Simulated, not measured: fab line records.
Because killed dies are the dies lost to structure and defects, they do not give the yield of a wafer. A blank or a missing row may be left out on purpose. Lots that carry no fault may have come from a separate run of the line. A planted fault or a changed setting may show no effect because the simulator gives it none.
fab line records -- flow n5_finfet
record: lots: 7, wafers: 21, last_day: 17
route steps=1938 shown HKMG_FIN@390 BEOL_M4@1111 PASSIVATION@1936
lots with no fault: from the same line, run without faults
start_h: hours from the record's opening day to when the first of the lot's shown wafers began -- wait_h: time in hours since the lot's previous step -- " the same as in the row above -- L1.1+2: one row covering several wafers at once -- - value missing, or start not given -- * or withheld: withheld -- < > ~ a bound
route shown NAME@n: names a module that has steps shown in the file, with the first one's number in the route -- usual: average and standard deviation across the fault-free wafers -- same: alike in all rows -- chamber/n: place in a boat -- sites: readings site by site -- _std_site: how widely they spread, as a standard deviation -- _edge_site: the outer-site mean with the inner-site mean subtracted -- radius_mm: how far each site lies from the wafer's centre -- mask NAME#n: copy n -- behind: the last tool/chamber to shape the wafer -- hold: reason for holding the lot/hours on hold/outcome of the hold -- device: the n, p or np transistor that did not switch -- end of line: tests run on the same wafers once the route is complete -- for a step that has no rows: nothing shown but its recipe -- killed: count of dies lost to structure and defects at first sort (not the wafer's yield) -- map: dies across one wafer; x = killed, . = not, _ = none there
set.NAME: the setting that was run; set.NAME@STEP: the one run at that earlier step -- model.NAME: the simulator's own value behind a step, which no gauge read
lots seen at some steps along the route; tables by step, rows by wafer
services: a tool's chamber out of use, with start hour (start_h, from the record's first day; less than 0 if before it), hours out, and reason
== steps ==
step: N5_HKMG_FIN_COAT_41
recipe: resist: SOC, temp_c: 250, time_s: 60, spin_rpm: 1500, resist_thk_nm: 300
step: N5_HKMG_FIN_COAT_42
recipe: resist: SiARC, temp_c: 220, time_s: 60, spin_rpm: 1500, resist_thk_nm: 35
step: N5_HKMG_FIN_COAT_43
recipe: resist: CAR-ArF, spin_rpm: 1500, resist_thk_nm: 90
step: N5_HKMG_FIN_EBR_45
recipe: solvent: PGMEA, ebr_width_mm: 1.5
step: N5_HKMG_FIN_SOFTBAKE_44
recipe: temp_c: 110, time_s: 60, resist: CAR-ArF
step: N5_HKMG_FIN_EXPOSE_46
recipe: mask_id: NDIPOLE, na: 1.35, source_shape: conventional, sigma_outer: 0.8, polarization: unpolarized, dose_mj: 40
step: N5_HKMG_FIN_PEB_47
recipe: peb_temp_c: withheld, peb_time_s: 60, resist: CAR-ArF
step: N5_HKMG_FIN_DEVELOP_48
recipe: develop_time_s: 30, developer: TMAH, resist: CAR-ArF, rinse_liquid: diw, dry: air_spin, dev_temp_c: 23
step: N5_HKMG_FIN_CD_MEAS_49
recipe: target_cd_nm: 202, landing_energy_ev: 500, detector: se_inlens, polarity: opening
usual: cd_nm: 202.0/0.51
lot.wafer,tool,chamber,start_h,wait_h,cd_nm
L995.2,cd_sem-01,0,110.76,-,202.4
L995.5,cd_sem-01,0,110.76,-,202.5
L995.6,cd_sem-01,0,110.76,-,201.9
L999.1,cd_sem-03,0,118.10,-,202.3
L999.3,cd_sem-03,0,118.10,-,202.7
L999.6,cd_sem-03,0,118.10,-,202.3
L102.4,cd_sem-03,0,134.77,-,202.0
L102.5,cd_sem-03,0,134.77,-,202.2
L102.6,cd_sem-03,0,134.77,-,202.3
L104.1,cd_sem-03,0,153.25,-,201.9
L104.3,cd_sem-03,0,153.25,-,202.6
L104.6,cd_sem-03,0,153.25,-,202.2
L110.2,cd_sem-03,0,187.19,-,201.5
L110.4,cd_sem-03,0,187.19,-,202.1
L110.5,cd_sem-03,0,187.19,-,202.1
L111.4,cd_sem-03,0,193.63,-,202.7
L111.5,cd_sem-03,0,193.63,-,202.6
L111.6,cd_sem-03,0,193.63,-,201.6
L112.1,cd_sem-01,0,197.97,-,202.1
L112.4,cd_sem-01,0,197.97,-,201.4
L112.5,cd_sem-01,0,197.97,-,201.9
step: N5_HKMG_FIN_OVL_MEAS_50
recipe: points_per_wafer: 44
usual: NDIPOLE_OVL: -0.1/0.65
same: points_per_wafer: 44
lot.wafer,tool,chamber,start_h,wait_h,NDIPOLE_OVL[nm]
L995.2,overlay-02,0,110.79,0.0,-0.1
L995.5,overlay-02,0,110.79,0.0,-0.4
L995.6,overlay-02,0,110.79,0.0,0.7
L999.1,overlay-01,0,118.13,0.0,0.1
L999.3,overlay-01,0,118.13,0.0,-1.1
L999.6,overlay-01,0,118.13,0.0,-1.0
L102.4,overlay-02,0,134.80,0.0,-0.5
L102.5,overlay-02,0,134.80,0.0,0.0
L102.6,overlay-02,0,134.80,0.0,-0.4
L104.1,overlay-01,0,153.28,0.0,-0.1
L104.3,overlay-01,0,153.28,0.0,0.0
L104.6,overlay-01,0,153.28,0.0,1.2
L110.2,overlay-02,0,187.22,0.0,-0.2
L110.4,overlay-02,0,187.22,0.0,-0.4
L110.5,overlay-02,0,187.22,0.0,0.1
L111.4,overlay-02,0,193.65,0.0,0.1
L111.5,overlay-02,0,193.65,0.0,0.5
L111.6,overlay-02,0,193.65,0.0,0.2
L112.1,overlay-01,0,198.00,0.0,-0.4
L112.4,overlay-01,0,198.00,0.0,0.1
L112.5,overlay-01,0,198.00,0.0,-0.2
step: N5_HKMG_FIN_INSPECT_61
recipe: mode: adi, inspect_instrument: macro
usual: raw_defect_count: 2.2/1.4
lot.wafer,tool,chamber,start_h,wait_h,raw_defect_count
L995.2,defect_inspect-01,-,110.82,0.0,4
L995.5,defect_inspect-01,-,110.82,0.0,0
L995.6,defect_inspect-01,-,110.82,0.0,3
L999.1,defect_inspect-01,-,118.16,0.0,2
L999.3,defect_inspect-01,-,118.16,0.0,1
L999.6,defect_inspect-01,-,118.16,0.0,2
L102.4,defect_inspect-01,-,134.82,0.0,2
L102.5,defect_inspect-01,-,134.82,0.0,3
L102.6,defect_inspect-01,-,134.82,0.0,1
L104.1,defect_inspect-01,-,153.30,0.0,2
L104.3,defect_inspect-01,-,153.30,0.0,2
L104.6,defect_inspect-01,-,153.30,0.0,1
L110.2,defect_inspect-02,-,187.24,0.0,4
L110.4,defect_inspect-02,-,187.24,0.0,0
L110.5,defect_inspect-02,-,187.24,0.0,4
L111.4,defect_inspect-02,-,193.68,0.0,4
L111.5,defect_inspect-02,-,193.68,0.0,4
L111.6,defect_inspect-02,-,193.68,0.0,3
L112.1,defect_inspect-02,-,198.03,0.0,3
L112.4,defect_inspect-02,-,198.03,0.0,2
L112.5,defect_inspect-02,-,198.03,0.0,1
step: N5_HKMG_FIN_DESCUM_53
recipe: chemistry: O2, time_s: 7.9, source_power_w: 50, bias_power_w: 20, pressure_mtorr: 20, rf_frequency_hz: 2.712e+07, temp_c: 40, resist: CAR-ArF, o2_flow_sccm: 225
usual: drypump_motor_current_A: 5.5/0.39, oes_product_au: 0.81/0.085, rf_vpp_V: 243.9/1.2, showerhead_plenum_p_Torr: 2.13/0.056, throttle_valve_pct: 20.42/0.2
lot.wafer,tool,chamber,start_h,wait_h,drypump_motor_current_A,oes_product_au,rf_hours_counter_h,rf_vpp_V,showerhead_plenum_p_Torr,throttle_valve_pct
L995.2,rie_diel-02,3,110.85,0.0,5.1,0.75,148,245.4,2.17,20.27
L995.5,rie_diel-02,0,110.85,0.0,5.7,0.71,-,244.2,2.17,20.82
L995.6,rie_diel-02,1,110.85,0.0,4.6,0.86,-,244.1,2.12,20.59
L999.1,rie_diel-01,3,118.22,0.1,5.7,0.93,18,243.0,2.05,20.22
L999.3,rie_diel-01,0,118.22,0.1,5.3,0.90,40,246.3,2.22,20.13
L999.6,rie_diel-01,1,118.22,0.1,5.9,0.70,-,244.0,2.15,20.40
L102.4,rie_diel-02,3,134.86,0.0,5.1,0.75,158,245.4,2.17,20.30
L102.5,rie_diel-02,2,134.86,0.0,5.5,0.74,-,242.5,2.09,20.37
L102.6,rie_diel-02,3,134.86,0.0,5.1,0.74,-,245.3,2.17,20.29
L104.1,rie_diel-02,0,153.34,0.0,5.7,0.70,214,245.5,2.16,20.86
L104.3,rie_diel-02,3,153.34,0.0,5.1,0.74,165,245.1,2.17,20.29
L104.6,rie_diel-02,3,153.34,0.0,5.1,0.74,-,244.0,2.17,20.30
L110.2,rie_diel-01,2,187.28,0.0,6.1,0.86,53,244.5,2.22,20.28
L110.4,rie_diel-01,1,187.28,0.0,5.9,0.68,-,244.2,2.15,20.43
L110.5,rie_diel-01,2,187.28,0.0,6.1,0.87,-,245.7,2.22,20.29
L111.4,rie_diel-01,2,193.71,0.0,6.1,0.87,56,245.4,2.22,20.29
L111.5,rie_diel-01,3,193.71,0.0,5.7,0.88,-,242.7,2.04,20.26
L111.6,rie_diel-01,2,193.71,0.0,6.1,0.87,-,244.2,2.22,20.27
L112.1,rie_diel-04,1,198.06,0.0,5.4,0.89,40,242.8,2.05,20.38
L112.4,rie_diel-04,0,198.06,0.0,5.8,0.70,228,243.0,2.07,20.62
L112.5,rie_diel-04,3,198.06,0.0,5.6,0.86,-,243.9,2.13,20.45
step: N5_HKMG_FIN_ETCH_54
recipe: chemistry: CF4, target: SiARC, target_depth_a: 455, mask_material: CAR-ArF, time_s: 75.8, ion_energy_ev: 80, pressure_mtorr: 40, source_w: 545, bias_w: 36, Ar_flow_sccm: 100, cf4_flow_sccm: 100, ends: cleared
usual: bias_w: 35.99/0.11, cf4_flow_sccm: 100.00/0.3, drypump_motor_current_A: 5.5/0.39, etch_rf_on_time_s: 75.4/1, oes_product_au: 0.69/0.071, rf_vpp_V: 184.7/1.1, showerhead_plenum_p_Torr: 2.18/0.055, throttle_valve_pct: 15.59/0.21
lot.wafer,tool,chamber,start_h,wait_h,bias_w,cf4_flow_sccm,drypump_motor_current_A,etch_rf_on_time_s,oes_product_au,rf_hours_counter_h,rf_vpp_V,showerhead_plenum_p_Torr,throttle_valve_pct,model.CAR-ArF_of_HKMG_FIN_COAT_43.thk_nm
L995.2,rie_diel-02,3,110.88,0.0,35.93,100.43,5.1,75.8,0.65,148,186.4,2.23,15.54,51.2
L995.5,rie_diel-02,0,110.88,0.0,35.81,99.67,5.7,73.7,0.61,-,185.0,2.21,15.99,51.4
L995.6,rie_diel-02,1,110.88,0.0,36.03,100.09,4.7,75.0,0.73,-,184.1,2.16,15.73,50.8
L999.1,rie_diel-01,3,118.25,0.0,35.93,99.61,5.6,74.0,0.80,18,184.0,2.10,15.36,51.4
L999.3,rie_diel-01,0,118.25,0.0,36.01,100.04,5.3,74.6,0.77,40,185.4,2.27,15.33,51.6
L999.6,rie_diel-01,1,118.25,0.0,35.90,99.98,5.9,74.7,0.60,-,185.7,2.21,15.66,51.6
L102.4,rie_diel-02,3,134.89,0.0,36.00,100.31,5.1,76.4,0.64,158,185.2,2.22,15.57,50.6
L102.5,rie_diel-02,2,134.89,0.0,36.00,100.46,5.5,77.2,0.63,-,183.9,2.13,15.50,50.8
L102.6,rie_diel-02,3,134.89,0.0,36.10,100.35,5.1,76.7,0.64,-,184.2,2.22,15.56,50.8
L104.1,rie_diel-02,0,153.37,0.0,35.84,100.62,5.7,74.6,0.61,214,185.0,2.20,16.02,51
L104.3,rie_diel-02,3,153.37,0.0,36.16,99.59,5.1,75.9,0.64,165,186.3,2.22,15.59,50.8
L104.6,rie_diel-02,3,153.37,0.0,35.85,99.80,5.1,76.2,0.64,-,185.8,2.22,15.56,51
L110.2,rie_diel-01,2,187.31,0.0,-,-,-,-,-,-,-,-,-,83.6
L110.4,rie_diel-01,1,187.31,0.0,-,-,-,-,-,-,-,-,-,83.6
L110.5,rie_diel-01,2,187.31,0.0,-,-,-,-,-,-,-,-,-,83.4
L111.4,rie_diel-01,2,193.75,0.0,-,-,-,-,-,-,-,-,-,83.8
L111.5,rie_diel-01,3,193.75,0.0,-,-,-,-,-,-,-,-,-,83.6
L111.6,rie_diel-01,2,193.75,0.0,-,-,-,-,-,-,-,-,-,83.6
L112.1,rie_diel-04,1,198.10,0.0,-,-,-,-,-,-,-,-,-,83.6
L112.4,rie_diel-04,0,198.10,0.0,-,-,-,-,-,-,-,-,-,83.6
L112.5,rie_diel-04,3,198.10,0.0,-,-,-,-,-,-,-,-,-,83.6
step: N5_HKMG_FIN_ETCH_55
recipe: chemistry: N2/H2, target: SOC, target_depth_a: 2400, temp_c: 40, time_s: 300, ion_energy_ev: 200, mask_material: SiARC, pressure_mtorr: 30, source_w: 840, bias_w: 150, n2_flow_sccm: 200, h2_flow_sccm: 200
usual: bias_w: 150.0/0.47, chamber_pressure_mTorr: 30.000/0.024, drypump_motor_current_A: 5.5/0.39, oes_product_au: 0.81/0.084, rf_vpp_V: 525.2/2, showerhead_plenum_p_Torr: 2.59/0.069, throttle_valve_pct: 17.81/0.23
lot.wafer,tool,chamber,start_h,wait_h,bias_w,chamber_pressure_mTorr,drypump_motor_current_A,oes_product_au,rf_hours_counter_h,rf_vpp_V,showerhead_plenum_p_Torr,throttle_valve_pct
L995.2,rie_diel-02,3,110.94,0.0,149.0,29.992,5.1,0.76,148,527.1,2.65,17.72
L995.5,rie_diel-02,0,110.94,0.0,149.1,30.049,5.7,0.72,-,525.9,2.64,18.33
L995.6,rie_diel-02,1,110.94,0.0,149.8,29.980,4.7,0.85,-,525.7,2.58,17.97
L999.1,rie_diel-01,3,118.31,0.0,149.7,30.036,5.7,0.93,18,521.9,2.49,17.58
L999.3,rie_diel-01,0,118.31,0.0,149.2,29.965,5.3,0.91,40,528.0,2.69,17.56
L999.6,rie_diel-01,1,118.31,0.0,150.5,29.987,5.9,0.70,-,526.5,2.62,17.92
L102.4,rie_diel-02,3,134.95,0.0,150.1,29.955,5.1,0.76,158,527.1,2.64,17.73
L102.5,rie_diel-02,2,134.95,0.0,150.5,29.986,5.5,0.74,-,523.6,2.53,17.69
L102.6,rie_diel-02,3,134.95,0.0,150.2,29.981,5.1,0.75,-,526.4,2.65,17.73
L104.1,rie_diel-02,0,153.43,0.0,149.8,30.009,5.7,0.70,214,525.9,2.63,18.33
L104.3,rie_diel-02,3,153.43,0.0,148.9,30.036,5.1,0.74,165,526.7,2.64,17.75
L104.6,rie_diel-02,3,153.43,0.0,149.4,29.998,5.1,0.74,-,526.9,2.64,17.75
L110.2,rie_diel-01,2,187.37,0.0,149.6,29.975,6.1,0.87,54,526.6,2.69,17.54
L110.4,rie_diel-01,1,187.37,0.0,149.6,30.019,5.9,0.69,-,525.6,2.62,17.94
L110.5,rie_diel-01,2,187.37,0.0,150.0,29.959,6.1,0.89,-,527.6,2.69,17.56
L111.4,rie_diel-01,2,193.80,0.0,150.2,29.987,6.1,0.88,56,527.4,2.69,17.56
L111.5,rie_diel-01,3,193.80,0.0,149.3,30.003,5.7,0.87,-,522.1,2.48,17.62
L111.6,rie_diel-01,2,193.80,0.0,150.3,30.011,6.1,0.87,-,526.8,2.68,17.56
L112.1,rie_diel-04,1,198.15,0.0,149.1,30.015,5.4,0.89,40,520.3,2.49,17.84
L112.4,rie_diel-04,0,198.15,0.0,149.3,29.969,5.7,0.70,228,523.1,2.50,17.89
L112.5,rie_diel-04,3,198.15,0.0,151.5,30.048,5.6,0.85,-,524.8,2.58,17.76
step: N5_BEOL_M4_RC_MEAS_101
usual: DIBL_N: 36.2/1.2, DIBL_P: 36.3/1.3, IOFF_N: 0.155/0.019, IOFF_P: 0.210/0.029, ION_N: 677/8.6, ION_P: 465/6.8, SS_N: 71.4/0.48, SS_P: 73.2/0.53, VT_N: 249.9/2.4, VT_P: -250/3.2
lot.wafer,tool,chamber,start_h,wait_h,DIBL_N[mV/V],DIBL_P[mV/V],IOFF_N[nA/um],IOFF_P[nA/um],ION_N[uA/um],ION_P[uA/um],SS_N[mV/dec],SS_P[mV/dec],VT_N[mV],VT_P[mV]
L995.2,prober-02,0,200.03,0.2,38.0,38.4,0.185,0.254,685,472,71.4,72.6,246.1,-247
L995.5,prober-02,0,200.03,0.2,37.1,38.0,0.169,0.241,667,463,72.7,73.4,250.9,-249
L995.6,prober-02,0,200.03,0.2,37.2,37.1,0.164,0.226,669,467,71.2,73.3,249.6,-247
L999.1,prober-02,0,233.22,0.0,36.7,36.5,0.170,0.264,670,465,72.4,73.8,245.2,-243
L999.3,prober-02,0,233.22,0.0,34.9,33.8,0.143,0.213,677,466,70.8,73.2,250.1,-249
L999.6,prober-02,0,233.22,0.0,35.1,34.1,0.148,0.218,676,469,71.9,72.7,249.4,-246
L102.4,prober-01,0,254.03,0.5,36.9,36.8,0.174,0.242,679,470,71.8,73.6,248.2,-248
L102.5,prober-01,0,254.03,0.5,37.3,37.2,0.191,0.256,685,471,71.7,74.4,246.6,-248
L102.6,prober-01,0,254.03,0.5,34.5,34.0,0.137,0.197,658,461,71.2,72.6,249.8,-251
L104.1,prober-01,0,268.04,0.0,37.6,37.0,0.171,0.230,692,474,71.4,73.7,246.2,-246
L104.3,prober-01,0,268.04,0.0,37.6,36.6,0.167,0.227,694,476,71.3,73.4,246.9,-247
L104.6,prober-01,0,268.04,0.0,36.6,35.2,0.147,0.206,686,472,71.2,72.7,247.4,-248
step: N5_PASSIVATION_PROBE_49
usual: defect_limited_yield: 91.2/1.4, killed_at_M0_to_M3: 34/10, killed_at_M4_up: 13/5.1, killed_at_contacts: 12/6.5, killed_at_front_end: 41/11, killed_at_other: 4/3.3, killed_dies: 104/16, killed_on_rim: 14/3.9, killed_open: 69/13, killed_short: 33/7, sort_bin_5_function: 5.1/0.91, sort_bin_6_memory: 3.3/0.69, sort_n_pass: 1076/16, sort_yield_pct: 91.2/1.4
same: gross_dies: 1180, killed_at_back_side: 0, sort_bin_4_leakage[%]: 0, sort_bin_8_speed[%]: 0
lot.wafer,tool,chamber,start_h,wait_h,defect_limited_yield[%],killed_at_M0_to_M3,killed_at_M4_up,killed_at_contacts,killed_at_front_end,killed_at_other,killed_dies,killed_on_rim,killed_open,killed_short,sort_bin_5_function[%],sort_bin_6_memory[%],sort_n_pass,sort_yield_pct[%]
L102.5,prober-02,-,356.79,0.2,91.0,35,24,15,32,0,106,10,72,34,5.3,3.5,1074,91.0
L110.2,prober-01,-,386.78,0.1,0,22,13,4,1139,2,1180,152,70,31,96.3,3.6,0,0
L110.4,prober-01,-,386.88,0.2,0,26,7,5,1138,4,1180,152,71,29,97.0,2.7,0,0
L110.5,prober-01,-,386.93,0.2,0,20,15,3,1142,0,1180,152,76,34,96.1,3.3,0,0
L112.1,prober-01,-,410.35,0.0,0,38,9,13,1117,3,1180,152,72,26,96.5,3.2,0,0
L112.4,prober-01,-,410.50,0.2,0,61,9,5,1100,5,1180,152,87,33,95.4,4.3,0,0
L112.5,prober-01,-,410.55,0.2,0,39,14,7,1117,3,1180,152,55,38,96.4,3.4,0,0
L111.4,prober-02,-,410.73,0.2,0,36,11,10,1120,3,1180,152,82,32,96.2,3.4,0,0
L111.5,prober-02,-,410.78,0.2,0,34,9,5,1129,3,1180,152,73,29,96.7,3.1,0,0
L111.6,prober-02,-,410.83,0.3,0,39,14,8,1118,1,1180,152,69,35,96.4,3.1,0,0
killed by level:class
L102.5 BEOL_M4:geometric_particle:open=14 BEOL_M3:geometric_particle:open=12 MOL_CONTACT_COAG:geometric_particle:open=11 FIN_SAQP:geometric_particle:short=7 BEOL_M1:geometric_particle:open=6 FIN_SAQP:geometric_particle:open=5 STARTING-WAFER:geometric_particle:short=5 STI_FIN_REVEAL:geometric_particle:open=4
L110.2 HKMG_FIN:area_etch=1079 STI_FIN_REVEAL:geometric_particle:open=15 BEOL_M2:geometric_particle:open=10 FIN_SAQP:geometric_particle:short=9 FIN_SAQP:geometric_particle:open=9 DUMMY_GATE:geometric_particle:open=7 MOL_CONTACT_COAG:geometric_particle:open=4 STARTING-WAFER:geometric_particle:short=4
L110.4 HKMG_FIN:area_etch=1080 STI_FIN_REVEAL:geometric_particle:open=16 FIN_SAQP:geometric_particle:open=12 FIN_SAQP:geometric_particle:short=6 GATE_CUT:geometric_particle:open=6 GATE_CUT:geometric_particle:short=6 BEOL_M1:geometric_particle:open=6 BEOL_M3:geometric_particle:open=5
L110.5 HKMG_FIN:area_etch=1070 STI_FIN_REVEAL:geometric_particle:open=22 FIN_SAQP:geometric_particle:open=12 FIN_SAQP:geometric_particle:short=8 DUMMY_GATE:geometric_particle:open=6 GATE_CUT:geometric_particle:short=6 STI_FIN_REVEAL:geometric_particle:short=5 BEOL_M4:geometric_particle:short=5
L112.1 HKMG_FIN:area_etch=1082 STI_FIN_REVEAL:geometric_particle:open=13 FIN_SAQP:geometric_particle:open=11 BEOL_M1:geometric_particle:open=10 MOL_CONTACT_COAG:geometric_particle:open=9 BEOL_M0_SAQP:geometric_particle:short=6 BEOL_M2:geometric_particle:open=6 BEOL_M3:geometric_particle:open=6
L112.4 HKMG_FIN:area_etch=1060 BEOL_M2:geometric_particle:open=15 STI_FIN_REVEAL:geometric_particle:open=14 BEOL_M0_SAQP:geometric_particle:open=13 BEOL_M3:geometric_particle:open=12 BEOL_M1:geometric_particle:open=9 FIN_SAQP:geometric_particle:short=8 BEOL_M0_SAQP:geometric_particle:short=7
L112.5 HKMG_FIN:area_etch=1086 BEOL_M0_SAQP:geometric_particle:open=13 BEOL_M0_SAQP:geometric_particle:short=12 FIN_SAQP:geometric_particle:short=9 BEOL_M4:geometric_particle:open=6 STI_FIN_REVEAL:geometric_particle:open=5 MOL_CONTACT_COAG:geometric_particle:open=5 BEOL_M2:geometric_particle:open=5
L111.4 HKMG_FIN:area_etch=1066 STI_FIN_REVEAL:geometric_particle:open=23 STI_FIN_REVEAL:geometric_particle:short=9 DUMMY_GATE:geometric_particle:open=8 MOL_CONTACT_COAG:geometric_particle:open=8 BEOL_M1:geometric_particle:open=7 BEOL_M4:geometric_particle:open=7 BEOL_M0_SAQP:geometric_particle:open=6
L111.5 HKMG_FIN:area_etch=1077 STI_FIN_REVEAL:geometric_particle:open=25 FIN_SAQP:geometric_particle:short=9 BEOL_M0_SAQP:geometric_particle:open=9 BEOL_M2:geometric_particle:open=8 BEOL_M0_SAQP:geometric_particle:short=6 FIN_SAQP:geometric_particle:open=5 BEOL_M1:geometric_particle:open=5
L111.6 HKMG_FIN:area_etch=1074 STI_FIN_REVEAL:geometric_particle:open=10 BEOL_M0_SAQP:geometric_particle:open=8 STI_FIN_REVEAL:geometric_particle:short=7 MOL_CONTACT_COAG:geometric_particle:open=7 BEOL_M0:geometric_particle:short=7 FIN_SAQP:geometric_particle:short=5 FIN_SAQP:geometric_particle:open=5
map L110.2 (x killed, . not)
_________________xxxxxxxxxxxx________________
______________xxxxxxxxxxxxxxxxxx_____________
___________xxxxxxxxxxxxxxxxxxxxxxxx__________
__________xxxxxxxxxxxxxxxxxxxxxxxxxx_________
________xxxxxxxxxxxxxxxxxxxxxxxxxxxxxx_______
_______xxxxxxxxxxxxxxxxxxxxxxxxxxxxxxxx______
______xxxxxxxxxxxxxxxxxxxxxxxxxxxxxxxxxx_____
_____xxxxxxxxxxxxxxxxxxxxxxxxxxxxxxxxxxxx____
____xxxxxxxxxxxxxxxxxxxxxxxxxxxxxxxxxxxxxx___
___xxxxxxxxxxxxxxxxxxxxxxxxxxxxxxxxxxxxxxxx__
___xxxxxxxxxxxxxxxxxxxxxxxxxxxxxxxxxxxxxxxx__
__xxxxxxxxxxxxxxxxxxxxxxxxxxxxxxxxxxxxxxxxxx_
__xxxxxxxxxxxxxxxxxxxxxxxxxxxxxxxxxxxxxxxxxx_
_xxxxxxxxxxxxxxxxxxxxxxxxxxxxxxxxxxxxxxxxxxxx
_xxxxxxxxxxxxxxxxxxxxxxxxxxxxxxxxxxxxxxxxxxxx
_xxxxxxxxxxxxxxxxxxxxxxxxxxxxxxxxxxxxxxxxxxxx
_xxxxxxxxxxxxxxxxxxxxxxxxxxxxxxxxxxxxxxxxxxxx
_xxxxxxxxxxxxxxxxxxxxxxxxxxxxxxxxxxxxxxxxxxxx
_xxxxxxxxxxxxxxxxxxxxxxxxxxxxxxxxxxxxxxxxxxxx
_xxxxxxxxxxxxxxxxxxxxxxxxxxxxxxxxxxxxxxxxxxxx
_xxxxxxxxxxxxxxxxxxxxxxxxxxxxxxxxxxxxxxxxxxxx
__xxxxxxxxxxxxxxxxxxxxxxxxxxxxxxxxxxxxxxxxxx_
__xxxxxxxxxxxxxxxxxxxxxxxxxxxxxxxxxxxxxxxxxx_
___xxxxxxxxxxxxxxxxxxxxxxxxxxxxxxxxxxxxxxxx__
___xxxxxxxxxxxxxxxxxxxxxxxxxxxxxxxxxxxxxxxx__
____xxxxxxxxxxxxxxxxxxxxxxxxxxxxxxxxxxxxxx___
_____xxxxxxxxxxxxxxxxxxxxxxxxxxxxxxxxxxxx____
______xxxxxxxxxxxxxxxxxxxxxxxxxxxxxxxxxx_____
_______xxxxxxxxxxxxxxxxxxxxxxxxxxxxxxxx______
________xxxxxxxxxxxxxxxxxxxxxxxxxxxxxx_______
__________xxxxxxxxxxxxxxxxxxxxxxxxxx_________
___________xxxxxxxxxxxxxxxxxxxxxxxx__________
______________xxxxxxxxxxxxxxxxxx_____________
_________________xxxxxxxxxxxx________________
map L111.4 (x killed, . not)
_________________xxxxxxxxxxxx________________
______________xxxxxxxxxxxxxxxxxx_____________
___________xxxxxxxxxxxxxxxxxxxxxxxx__________
__________xxxxxxxxxxxxxxxxxxxxxxxxxx_________
________xxxxxxxxxxxxxxxxxxxxxxxxxxxxxx_______
_______xxxxxxxxxxxxxxxxxxxxxxxxxxxxxxxx______
______xxxxxxxxxxxxxxxxxxxxxxxxxxxxxxxxxx_____
_____xxxxxxxxxxxxxxxxxxxxxxxxxxxxxxxxxxxx____
____xxxxxxxxxxxxxxxxxxxxxxxxxxxxxxxxxxxxxx___
___xxxxxxxxxxxxxxxxxxxxxxxxxxxxxxxxxxxxxxxx__
___xxxxxxxxxxxxxxxxxxxxxxxxxxxxxxxxxxxxxxxx__
__xxxxxxxxxxxxxxxxxxxxxxxxxxxxxxxxxxxxxxxxxx_
__xxxxxxxxxxxxxxxxxxxxxxxxxxxxxxxxxxxxxxxxxx_
_xxxxxxxxxxxxxxxxxxxxxxxxxxxxxxxxxxxxxxxxxxxx
_xxxxxxxxxxxxxxxxxxxxxxxxxxxxxxxxxxxxxxxxxxxx
_xxxxxxxxxxxxxxxxxxxxxxxxxxxxxxxxxxxxxxxxxxxx
_xxxxxxxxxxxxxxxxxxxxxxxxxxxxxxxxxxxxxxxxxxxx
_xxxxxxxxxxxxxxxxxxxxxxxxxxxxxxxxxxxxxxxxxxxx
_xxxxxxxxxxxxxxxxxxxxxxxxxxxxxxxxxxxxxxxxxxxx
_xxxxxxxxxxxxxxxxxxxxxxxxxxxxxxxxxxxxxxxxxxxx
_xxxxxxxxxxxxxxxxxxxxxxxxxxxxxxxxxxxxxxxxxxxx
__xxxxxxxxxxxxxxxxxxxxxxxxxxxxxxxxxxxxxxxxxx_
__xxxxxxxxxxxxxxxxxxxxxxxxxxxxxxxxxxxxxxxxxx_
___xxxxxxxxxxxxxxxxxxxxxxxxxxxxxxxxxxxxxxxx__
___xxxxxxxxxxxxxxxxxxxxxxxxxxxxxxxxxxxxxxxx__
____xxxxxxxxxxxxxxxxxxxxxxxxxxxxxxxxxxxxxx___
_____xxxxxxxxxxxxxxxxxxxxxxxxxxxxxxxxxxxx____
______xxxxxxxxxxxxxxxxxxxxxxxxxxxxxxxxxx_____
_______xxxxxxxxxxxxxxxxxxxxxxxxxxxxxxxx______
________xxxxxxxxxxxxxxxxxxxxxxxxxxxxxx_______
__________xxxxxxxxxxxxxxxxxxxxxxxxxx_________
___________xxxxxxxxxxxxxxxxxxxxxxxx__________
______________xxxxxxxxxxxxxxxxxx_____________
_________________xxxxxxxxxxxx________________
== services ==
tool,chamber,start_h,hours,kind
rie_diel-04,-,89.16,0.4,repair
rie_diel-02,0,113.52,7.3,repair
rie_diel-01,1,136.85,10.3,repair
rie_diel-02,1,137.28,9.5,repair
rie_diel-04,3,144.66,14.2,repair
rie_diel-02,-,159.50,1.4,repair
rie_diel-01,0,183.85,7.7,repair
rie_diel-02,3,195.74,3.8,repair
== key ==
first_sign: step: N5_HKMG_FIN_ETCH_54, reading: tool_record, direction: missing
effect: step: N5_PASSIVATION_PROBE_49, reading: sort_bin_5_function, direction: up, sigmas: 99+, usual: 5.1, struck: 96.3
model_effect: step: N5_HKMG_FIN_ETCH_54, value: CAR-ArF_of_HKMG_FIN_COAT_43.thk_nm, without: 51, struck: 83.6
more_kills_born_at: N5_HKMG_FIN_ETCH_54@rie_diel-01: 6446, N5_HKMG_FIN_ETCH_54@rie_diel-04: 3228
met_at N5_HKMG_FIN_ETCH_54
struck_wafers L110.2,L110.4,L110.5,L111.4,L111.5,L111.6,L112.1,L112.4,L112.5
later_rows_left_out L110.2,L110.4,L110.5,L111.4,L111.5,L111.6,L112.1,L112.4,L112.5
onset_between 118.25 187.31
fault: kind: skipped_step_whole, tool: rie_diel-01,rie_diel-04, chamber: -, onset_h: 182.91, steps: N5_HKMG_FIN_ETCH_54, scope: struck_lots_only
later_rows_left_out: the simulator's readings of these wafers behind a module that went badly wrong aren't trusted and aren't shown, but for the sort
